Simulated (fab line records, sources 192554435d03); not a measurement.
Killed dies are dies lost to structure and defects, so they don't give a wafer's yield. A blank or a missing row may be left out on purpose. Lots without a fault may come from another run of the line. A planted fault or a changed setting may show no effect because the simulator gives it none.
Split-lot experiment | flow n5_finfet | 7 lots, 21 wafers read, on a route of 1938 steps

THE SPLIT
At N5_BEOL_M7_TRENCH_ETCH_37 (etches SiCOH lowk in C4F6/O2, target depth 93.478 nm, time 31.2 s), the setting time_s was moved away from the recipe's 31.2 s on 8 of the 21 wafers read, by -20.4% to +18.9%. The other wafers ran this setting at the recipe's value.

FROM THE SPLIT TO THE READING: what the file shows between them, 11 steps
- N5_BEOL_M7_ETCH_41: etches SiCN in CH3F/O2, target depth 31.9 nm, time 57.8 s
- N5_BEOL_M7_STRIP_80: strips in N2/H2, time 10 s
- N5_BEOL_M7_OCD_MEAS_38
- N5_BEOL_M7_HM_STRIP_39: strips TiN in peroxide tin strip, target depth 25 nm, time 158 s
- N5_BEOL_M7_SRD_40: time 30 s
- N5_BEOL_M7_ECD_50: material Cu, target thk 300 nm
- N5_BEOL_M7_ANNEAL_51: time 90 s
- N5_BEOL_M7_CMP_52: polishes, stops on SiCOH lowk, t overpolish 6.9 s, target thk 80 nm
- N5_BEOL_M7_THK_MEAS_53: measures by xrf
- N5_BEOL_M7_PRE_CLEAN_55: time 15 s
- N5_BEOL_M7_DEP_56: deposits SiCN from 3MS/NH3, target thk 10 nm, time 17.5 s

THE READING
M7_RS, in ohm/sq, at N5_BEOL_M7_RS_MEAS_57 (measures by four-point-probe). Fault-free wafers of this fab line usually give 0.289 ohm/sq, standard deviation 0.0093 ohm/sq.

wafer  | tool, chamber at the split | time_s as run, s | against the recipe | M7_RS, ohm/sq | against lot-mates on the recipe
L076.1 | rie_diel-04, 2             | 31.2             | recipe             | 0.308         | -
L076.2 | rie_diel-04, 0             | 31.2             | recipe             | 0.297         | -
L076.3 | rie_diel-04, 1             | 31.2             | recipe             | 0.287         | -
L078.4 | rie_diel-01, 3             | 31.2             | recipe             | 0.289         | -
L078.5 | rie_diel-01, 0             | 36.94            | +18.4%             | 0.239         | -0.051
L078.6 | rie_diel-01, 2             | 31.2             | recipe             | 0.291         | -
L082.3 | rie_diel-01, 1             | 31.2             | recipe             | 0.281         | -
L082.5 | rie_diel-01, 2             | 24.85            | -20.4%             | 0.397         | +0.116
L082.6 | rie_diel-01, 3             | 24.85            | -20.4%             | 0.418         | +0.137
L085.2 | rie_diel-04, 1             | 31.2             | recipe             | 0.299         | -
L085.3 | rie_diel-04, 3             | 28.87            | -7.5%              | 0.318         | +0.024
L085.4 | rie_diel-04, 1             | 31.2             | recipe             | 0.290         | -
L086.2 | rie_diel-01, 1             | 31.2             | recipe             | 0.292         | -
L086.5 | rie_diel-01, 3             | 31.2             | recipe             | 0.299         | -
L086.6 | rie_diel-01, 0             | 37.09            | +18.9%             | 0.232         | -0.063
L089.1 | rie_diel-01, 0             | 31.2             | recipe             | 0.282         | -
L089.2 | rie_diel-01, 1             | 31.2             | recipe             | 0.290         | -
L089.4 | rie_diel-01, 3             | 31.2             | recipe             | 0.287         | -
L091.1 | rie_diel-04, 2             | 27.99            | -10.3%             | 0.345         | no lot-mate on the recipe
L091.3 | rie_diel-04, 1             | 27.99            | -10.3%             | 0.341         | no lot-mate on the recipe
L091.4 | rie_diel-04, 3             | 27.99            | -10.3%             | 0.333         | no lot-mate on the recipe

THE FIT
A straight line over all 21 wafers: M7_RS changes by -0.00436 ohm/sq for each +1% of time_s; r = -0.96; the points scatter about the line by 0.013 ohm/sq.
The same after taking each lot's own level away (the mean of its wafers on the recipe; 18 wafers): -0.00468 ohm/sq for each +1%; r = -0.95; scatter 0.015 ohm/sq.
On that fit, the largest move of time_s shifts the reading by 0.095 ohm/sq.
The lots' own levels span 0.2810 to 0.2973 ohm/sq, that is 1.8 times the standard deviation above.
So the lot-to-lot level changes the slope little: the two slopes agree.
Check: with one of the wafers moved furthest among these (-20.4%) left out of the fit, the line predicts +0.0951 ohm/sq for it against its lot-mates. It came out at +0.116 ohm/sq against them.

OTHER SPLITS ON THESE WAFERS
These wafers also went through other splits before the reading. Each is held against what the fit with the lots' levels taken away leaves over:
other split on the same wafers  | wafers away from the commonest value | r with M7_RS (lot level and that fit taken away)
N5_BEOL_M5_ILD_DEP_00 time_s    | 7                                    | -0.12
N5_BEOL_M5_COAT_71 spin_rpm     | 9                                    | -0.26
N5_BEOL_M6_ETCH_62 time_s       | 8                                    | -0.14
N5_BEOL_M6_COAT_22 spin_rpm     | 10                                   | +0.44
N5_BEOL_M7_VIA_ETCH_34 source_w | 4                                    | +0.24

THE WHOLE CHAIN: every reading that the file lists as answering this split, in the file's order
step                      | what it does                                                        | reading                                                                      | change (the file's fit)               | r (the file's)
N5_BEOL_M7_TRENCH_ETCH_37 | etches SiCOH lowk in C4F6/O2, target depth 93.478 nm, time 31.2 s   | etch.depth_nm (the simulator's own value, which no gauge read)               | +0.889 nm for each +1% of the setting | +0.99
N5_BEOL_M7_TRENCH_ETCH_37 | etches SiCOH lowk in C4F6/O2, target depth 93.478 nm, time 31.2 s   | BEOL_M7.feature_depth_nm (the simulator's own value, which no gauge read)    | +0.891 nm for each +1% of the setting | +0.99
N5_BEOL_M7_OCD_MEAS_38    |                                                                     | trench_depth_nm                                                              | +0.902 nm for each +1% of the setting | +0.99
N5_BEOL_M7_CMP_52         | polishes, stops on SiCOH lowk, t overpolish 6.9 s, target thk 80 nm | Cu_of_BEOL_M7_ECD_50.thk_nm (the simulator's own value, which no gauge read) | +0.923 nm for each +1% of the setting | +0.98
N5_BEOL_M7_THK_MEAS_53    | measures by xrf                                                     | M7_THK                                                                       | +0.921 for each +1% of the setting    | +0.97
N5_BEOL_M7_RS_MEAS_57     | measures by four-point-probe                                        | M7_RS                                                                        | -0.00419 for each +1% of the setting  | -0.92

THE FILE'S OWN FIT
M7_RS changes by -0.00419 ohm/sq for each +1% of time_s, r = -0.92.
